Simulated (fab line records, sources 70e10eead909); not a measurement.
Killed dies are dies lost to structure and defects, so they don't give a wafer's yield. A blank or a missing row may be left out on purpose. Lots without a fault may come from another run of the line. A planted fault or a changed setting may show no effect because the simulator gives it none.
A struck lot beside a sound one | flow nand_harc | 13 steps out of a route of 1302
Sound: wafers L710.4, L710.5, L710.6. Struck: wafers L707.3, L707.4, L707.5. The cause comes at the end.
At each step with rows: each side's tool, then ch and its chambers, then its first start. Under that, the readings that differ: sound wafers | struck wafers | difference of the means | sigmas: that difference in standard deviations of wafers without a fault.
alike: readings whose means differ by less than 2 such deviations, and words and numbers that are the same on both sides. not compared: withheld readings, readings that some wafer has no value for, bounds like >300 that may hide the same value, and numbers for which the record gives no deviation and whose values overlap.
The two part at a step that has a row with sigmas, a row that says differs or no value, or rows on one side only. Numbers that don't overlap but have no deviation are shown without sigmas and don't part them. A reading that every wafer of one side lacks parts them only if that side has two wafers or more.

NHARC_A_CHANNEL_FILL_D2_STRIP_28: strips in O2, time 20 s.
  sound on rie_diel-06 ch 0,2,3, day 20 10:34; struck on rie_diel-02 ch 1,3, day 18 23:04
  alike: drypump_motor_current_A, oes_product_au, rf_vpp_V, showerhead_plenum_p_Torr, throttle_valve_pct
  not compared: rf_hours_counter_h
then, 4 steps without rows for these wafers: NHARC_A_CHANNEL_FILL_D2_PRECLEAN_21 (cleans in dHF, time 30 s); NHARC_A_CHANNEL_FILL_D2_SRD_23; NHARC_A_CHANNEL_FILL_D2_CVD_05 (deposits poly-Si, target thk 5 nm); NHARC_A_CHANNEL_FILL_D2_ANNEAL_22 (time 7200 s).
NHARC_A_CHANNEL_FILL_D2_ALD_25: deposits SiOx, target thk 60 nm, pulse time 10 s, ald cycles 600.
  sound on ald_hk-04 ch 1,2,3, day 20 23:40; struck on ald_hk-04 ch 0,1,2, day 19 11:06
  alike: heater_power_w, precursor_pulse_height_rel
NHARC_A_CHANNEL_FILL_D2_ETCHBACK_08: etches the open film in C4F8, target depth 220 nm, time 110 s.
  sound on rie_diel-06 ch 0,3; struck on rie_diel-02 ch 0,1
  alike: oes_product_au, rf_vpp_V
  not compared: rf_hours_counter_h
NHARC_A_CHANNEL_FILL_D2_STRIP_29: strips in O2, time 20 s.
  sound on rie_diel-06 ch 1,2; struck on rie_diel-02 ch 0,1
  alike: drypump_motor_current_A, oes_product_au, rf_vpp_V, showerhead_plenum_p_Torr, throttle_valve_pct
  not compared: rf_hours_counter_h
then, 3 steps without rows for these wafers: NHARC_A_CHANNEL_FILL_D2_PRECLEAN_30 (cleans in dHF, time 30 s); NHARC_A_CHANNEL_FILL_D2_SRD_31; NHARC_A_CHANNEL_FILL_D2_CVD_09 (deposits poly-Si, target thk 150 nm, time 3000 s).
NHARC_A_CHANNEL_FILL_D2_CMP_10: polishes, target thk 150 nm.
  sound on cmp-03 ch 0,1, day 21 09:50; struck on cmp-02 ch 0,1,3, day 19 22:23
  no value came back on the struck wafers for edge_zone_pressure_frac, motor_current_A (A), time_to_endpoint_s (s); on the sound wafers edge_zone_pressure_frac reads 1.001 0.999 0.998
-- the record jumps here: 9 days lie between the struck wafers' starts before and after (it left off in module A_CHANNEL_FILL_D2 and takes up again in module END, whose first step shown is number 1302 of the route) --
NHARC_END_SORT_01:
  the record has rows for the struck wafers here (prober-01 ch 0, day 28 23:12) and none for the sound ones

WHERE THEY PART
First at NHARC_A_CHANNEL_FILL_D2_CMP_10; last, within this record, at NHARC_END_SORT_01.

WHY: what the simulator had put in
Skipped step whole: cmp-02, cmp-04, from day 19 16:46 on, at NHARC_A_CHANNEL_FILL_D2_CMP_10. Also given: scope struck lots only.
